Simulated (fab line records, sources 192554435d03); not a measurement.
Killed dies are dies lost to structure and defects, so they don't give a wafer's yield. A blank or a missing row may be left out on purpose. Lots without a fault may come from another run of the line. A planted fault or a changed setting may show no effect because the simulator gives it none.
Which tool did it? | flow n5_finfet | 10 lots, 30 wafers sampled, at 2 steps of a route of 1938

WHAT THE GAUGES READ, wafer by wafer
N5_WELL_APT_OVL_MEAS_09.
lot  | measured    | on         | NWELL_OVL (nm)
L249 | day 2 01:58 | overlay-02 | 11 -3 -6
L253 | day 3 01:44 | overlay-01 | 2 4 9
L259 | day 4 13:50 | overlay-02 | 51 54 52
L260 | day 4 19:53 | overlay-02 | 59 64 51
L261 | day 5 01:55 | overlay-01 | 5 7 13
L263 | day 5 13:44 | overlay-01 | 2 -4 -1
L264 | day 5 19:46 | overlay-02 | 4 0 10
L268 | day 6 19:50 | overlay-01 | -6 2 -3
L269 | day 7 01:59 | overlay-01 | -12 -11 -10
L270 | day 7 07:35 | overlay-02 | 1 -7 0

WHICH TOOL RAN EACH LOT (tool, then ch and the chambers of the sampled wafers, then the start)
lot  | N5_WELL_APT_EXPOSE_05
L249 | krf_scanner-01 ch 0, day 2 01:46
L253 | krf_scanner-01 ch 0, day 3 01:32
L259 | krf_scanner-01 ch 0, day 4 13:38
L260 | krf_scanner-01 ch 0, day 4 19:41
L261 | krf_scanner-02 ch 0, day 5 01:43
L263 | krf_scanner-02 ch 0, day 5 13:32
L264 | krf_scanner-02 ch 0, day 5 19:33
L268 | krf_scanner-02 ch 0, day 6 19:38
L269 | krf_scanner-02 ch 0, day 7 01:47
L270 | krf_scanner-02 ch 0, day 7 07:23
- N5_WELL_APT_EXPOSE_05: exposes mask NWELL, defocus 0 nm, target cd 200 nm.

WHAT THE TOOLS THEMSELVES READ (means of the sampled wafers that have a number; where no wafer has one, the mark that the record gives instead)
The record holds no such reading with a usual standard deviation.

THE ANSWER, worked out from the rows above alone
Rule: what is usual is taken from the lots themselves. Put in order of their means at a reading, lots are off if they are a third of the lots or fewer, leave a main group of 4 or more, and stand apart from it by a gap of 3 or more times the standard deviation of the main group's means; of several such gaps the widest counts. A main group whose means are all the same, to the digits that the tables above print for the reading, isn't used. A lot without any number at a reading at which 4 lots or more have one is off too. The other lots that the step has rows for count as sound. The gauges are gone through in route order, then the tools' own readings, and for those a lot's mean is taken as printed above. The first step at which some lot is off is used, and at that step the reading that is off furthest; a lot without a number counts as furthest.
Off: L259, L260, at N5_WELL_APT_OVL_MEAS_09 (NWELL_OVL). The main group: mean 0 nm, standard deviation 5.6.
A tool fits if, at a process step before that reading, it ran every lot that is off, and no sound lot after the first of them. The gauges at N5_WELL_APT_OVL_MEAS_09 are tried like those tools. One fits: krf_scanner-01 at N5_WELL_APT_EXPOSE_05. Its last sound lot is L253 (day 3 01:32), its first lot that is off L259 (day 4 13:38): a fault that began between those two fits.

WHAT THE SIMULATOR HAD PUT IN
Scanner matching overlay: krf_scanner-01, from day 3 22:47 on, at N5_WELL_APT_EXPOSE_05. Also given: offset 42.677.
Lots struck among those shown: L259, L260. The rule above found the same.
